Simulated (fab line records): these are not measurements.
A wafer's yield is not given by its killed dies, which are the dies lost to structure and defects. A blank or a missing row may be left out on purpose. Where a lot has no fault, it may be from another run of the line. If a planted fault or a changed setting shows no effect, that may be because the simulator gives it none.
Split-lot study / flow n5_finfet / 39 wafers read from 7 lots, route of 1938 steps

ABOUT THE SPLIT
At N5_FIN_SAQP_PECVD_47 (deposits a-Si from SiH4/He, target thk 45 nm, time 36.3 s), the setting time_s was moved away from the recipe's 36.3 s on 15 of the 39 wafers read, by -40.3% to +45.6%. For the rest of the wafers, this setting stayed at what the recipe calls for.

FROM THE SPLIT TO THE READING: what the file shows between them, 4 steps
- N5_FIN_SAQP_PECVD_48: deposits SiNx from SiH4/NH3/N2, target thk 25 nm, time 22.1 s
- N5_FIN_SAQP_PECVD_06: deposits a-Si from SiH4/He, target thk 60 nm, time 48.1 s
- N5_FIN_SAQP_ETCH_57: etches SiNx in CH3F/O2, target depth 32.5 nm, time 46.4 s
- N5_FIN_SAQP_ETCH_65: etches SiO2 in CF4, target depth 4 nm, time 4.4 s

THE READING
oes_product_au, in a.u., at N5_FIN_SAQP_MANDREL_ETCH_58 (etches a-Si in HBr/Cl2, stops on SiNx, target depth 45 nm, bt time 10 s, time 27 s). A value of 0.691 a.u. with a standard deviation of 0.0086 a.u. is what fault-free wafers of this fab line usually give.

wafer=L084.1; tool, chamber at the split=pecvd-04, 2; time_s as run, s=36.3; against the recipe=recipe; oes_product_au, a.u.=0.700; against lot-mates on the recipe=-
wafer=L084.2; tool, chamber at the split=pecvd-04, 0; time_s as run, s=30.47; against the recipe=-16.1%; oes_product_au, a.u.=0.632; against lot-mates on the recipe=-0.072
wafer=L084.3; tool, chamber at the split=pecvd-04, 1; time_s as run, s=30.47; against the recipe=-16.1%; oes_product_au, a.u.=0.635; against lot-mates on the recipe=-0.069
wafer=L084.4; tool, chamber at the split=pecvd-04, 0; time_s as run, s=36.3; against the recipe=recipe; oes_product_au, a.u.=0.706; against lot-mates on the recipe=-
wafer=L084.5; tool, chamber at the split=pecvd-04, 1; time_s as run, s=30.47; against the recipe=-16.1%; oes_product_au, a.u.=0.634; against lot-mates on the recipe=-0.070
wafer=L084.6; tool, chamber at the split=pecvd-04, 2; time_s as run, s=36.3; against the recipe=recipe; oes_product_au, a.u.=0.707; against lot-mates on the recipe=-
wafer=L085.1; tool, chamber at the split=pecvd-04, 2; time_s as run, s=36.3; against the recipe=recipe; oes_product_au, a.u.=0.703; against lot-mates on the recipe=-
wafer=L085.2; tool, chamber at the split=pecvd-04, 0; time_s as run, s=36.3; against the recipe=recipe; oes_product_au, a.u.=0.673; against lot-mates on the recipe=-
wafer=L085.3; tool, chamber at the split=pecvd-04, 1; time_s as run, s=36.3; against the recipe=recipe; oes_product_au, a.u.=0.688; against lot-mates on the recipe=-
wafer=L085.4; tool, chamber at the split=pecvd-04, 1; time_s as run, s=36.3; against the recipe=recipe; oes_product_au, a.u.=0.693; against lot-mates on the recipe=-
wafer=L085.5; tool, chamber at the split=pecvd-04, 2; time_s as run, s=36.3; against the recipe=recipe; oes_product_au, a.u.=0.685; against lot-mates on the recipe=-
wafer=L085.6; tool, chamber at the split=pecvd-04, 0; time_s as run, s=36.3; against the recipe=recipe; oes_product_au, a.u.=0.694; against lot-mates on the recipe=-
wafer=L089.1; tool, chamber at the split=pecvd-02, 0; time_s as run, s=36.3; against the recipe=recipe; oes_product_au, a.u.=0.680; against lot-mates on the recipe=-
wafer=L089.2; tool, chamber at the split=pecvd-02, 2; time_s as run, s=36.3; against the recipe=recipe; oes_product_au, a.u.=0.694; against lot-mates on the recipe=-
wafer=L089.5; tool, chamber at the split=pecvd-02, 2; time_s as run, s=36.3; against the recipe=recipe; oes_product_au, a.u.=0.689; against lot-mates on the recipe=-
wafer=L090.1; tool, chamber at the split=pecvd-01, 0; time_s as run, s=36.3; against the recipe=recipe; oes_product_au, a.u.=0.665; against lot-mates on the recipe=-
wafer=L090.2; tool, chamber at the split=pecvd-01, 1; time_s as run, s=21.66; against the recipe=-40.3%; oes_product_au, a.u.=0.550; against lot-mates on the recipe=-0.125
wafer=L090.3; tool, chamber at the split=pecvd-01, 2; time_s as run, s=36.3; against the recipe=recipe; oes_product_au, a.u.=0.677; against lot-mates on the recipe=-
wafer=L090.4; tool, chamber at the split=pecvd-01, 0; time_s as run, s=21.66; against the recipe=-40.3%; oes_product_au, a.u.=0.532; against lot-mates on the recipe=-0.143
wafer=L090.5; tool, chamber at the split=pecvd-01, 1; time_s as run, s=21.66; against the recipe=-40.3%; oes_product_au, a.u.=0.547; against lot-mates on the recipe=-0.128
wafer=L090.6; tool, chamber at the split=pecvd-01, 2; time_s as run, s=36.3; against the recipe=recipe; oes_product_au, a.u.=0.683; against lot-mates on the recipe=-
wafer=L091.1; tool, chamber at the split=pecvd-04, 1; time_s as run, s=36.3; against the recipe=recipe; oes_product_au, a.u.=0.688; against lot-mates on the recipe=-
wafer=L091.2; tool, chamber at the split=pecvd-04, 0; time_s as run, s=25.13; against the recipe=-30.8%; oes_product_au, a.u.=0.575; against lot-mates on the recipe=-0.111
wafer=L091.3; tool, chamber at the split=pecvd-04, 2; time_s as run, s=25.13; against the recipe=-30.8%; oes_product_au, a.u.=0.577; against lot-mates on the recipe=-0.109
wafer=L091.4; tool, chamber at the split=pecvd-04, 2; time_s as run, s=25.13; against the recipe=-30.8%; oes_product_au, a.u.=0.579; against lot-mates on the recipe=-0.107
wafer=L091.5; tool, chamber at the split=pecvd-04, 1; time_s as run, s=36.3; against the recipe=recipe; oes_product_au, a.u.=0.692; against lot-mates on the recipe=-
wafer=L091.6; tool, chamber at the split=pecvd-04, 0; time_s as run, s=36.3; against the recipe=recipe; oes_product_au, a.u.=0.679; against lot-mates on the recipe=-
wafer=L092.1; tool, chamber at the split=pecvd-04, 2; time_s as run, s=36.3; against the recipe=recipe; oes_product_au, a.u.=0.682; against lot-mates on the recipe=-
wafer=L092.2; tool, chamber at the split=pecvd-04, 0; time_s as run, s=28.2; against the recipe=-22.3%; oes_product_au, a.u.=0.609; against lot-mates on the recipe=-0.077
wafer=L092.3; tool, chamber at the split=pecvd-04, 1; time_s as run, s=36.3; against the recipe=recipe; oes_product_au, a.u.=0.686; against lot-mates on the recipe=-
wafer=L092.4; tool, chamber at the split=pecvd-04, 0; time_s as run, s=36.3; against the recipe=recipe; oes_product_au, a.u.=0.689; against lot-mates on the recipe=-
wafer=L092.5; tool, chamber at the split=pecvd-04, 2; time_s as run, s=28.2; against the recipe=-22.3%; oes_product_au, a.u.=0.611; against lot-mates on the recipe=-0.075
wafer=L092.6; tool, chamber at the split=pecvd-04, 1; time_s as run, s=28.2; against the recipe=-22.3%; oes_product_au, a.u.=0.603; against lot-mates on the recipe=-0.083
wafer=L093.1; tool, chamber at the split=pecvd-02, 2; time_s as run, s=36.3; against the recipe=recipe; oes_product_au, a.u.=0.690; against lot-mates on the recipe=-
wafer=L093.2; tool, chamber at the split=pecvd-02, 1; time_s as run, s=52.84; against the recipe=+45.6%; oes_product_au, a.u.=0.856; against lot-mates on the recipe=+0.163
wafer=L093.3; tool, chamber at the split=pecvd-02, 0; time_s as run, s=36.3; against the recipe=recipe; oes_product_au, a.u.=0.706; against lot-mates on the recipe=-
wafer=L093.4; tool, chamber at the split=pecvd-02, 1; time_s as run, s=52.84; against the recipe=+45.6%; oes_product_au, a.u.=0.859; against lot-mates on the recipe=+0.166
wafer=L093.5; tool, chamber at the split=pecvd-02, 2; time_s as run, s=36.3; against the recipe=recipe; oes_product_au, a.u.=0.684; against lot-mates on the recipe=-
wafer=L093.6; tool, chamber at the split=pecvd-02, 0; time_s as run, s=52.84; against the recipe=+45.6%; oes_product_au, a.u.=0.882; against lot-mates on the recipe=+0.189

FIT RESULTS
A straight line over all 39 wafers: oes_product_au changes by +0.00373 a.u. for each +1% of time_s; r = +0.99; the points scatter about the line by 0.0096 a.u.
The same after taking each lot's own level away (the mean of its wafers on the recipe; 39 wafers): +0.0036 a.u. for each +1%; r = +0.99; scatter 0.009 a.u.
The reading moves by 0.16 a.u. for the largest change in time_s, on that fit.
From 0.6750 to 0.7043 a.u.: that is the span of the lots' own levels, equal to 3.4 times the standard deviation above.
Hence the lot-to-lot level has little effect on the slope; both slopes agree.
Check: with one of the wafers moved furthest among these (+45.6%) left out of the fit, the line predicts +0.166 a.u. for it against its lot-mates. It came out at +0.163 a.u. against them.

THE WHOLE CHAIN: every reading that the file lists as answering this split, in the file's order
step=N5_FIN_SAQP_PECVD_47; what it does=deposits a-Si from SiH4/He, target thk 45 nm, time 36.3 s; reading=a-Si_of_FIN_SAQP_PECVD_47.thk_nm (the simulator's own value, which no gauge read); change (the file's fit)=+0.456 nm for each +1% of the setting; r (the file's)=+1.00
step=N5_FIN_SAQP_MANDREL_ETCH_58; what it does=etches a-Si in HBr/Cl2, stops on SiNx, target depth 45 nm, bt time 10 s, time 27 s; reading=oes_product_au; change (the file's fit)=+0.0036 a.u. for each +1% of the setting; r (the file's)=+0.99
step=N5_FIN_SAQP_MANDREL_ETCH_58; what it does=etches a-Si in HBr/Cl2, stops on SiNx, target depth 45 nm, bt time 10 s, time 27 s; reading=etch.depth_nm (the simulator's own value, which no gauge read); change (the file's fit)=+0.456 nm for each +1% of the setting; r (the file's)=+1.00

FILE'S OWN FIT
oes_product_au changes by +0.0036 a.u. for each +1% of time_s, r = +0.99.
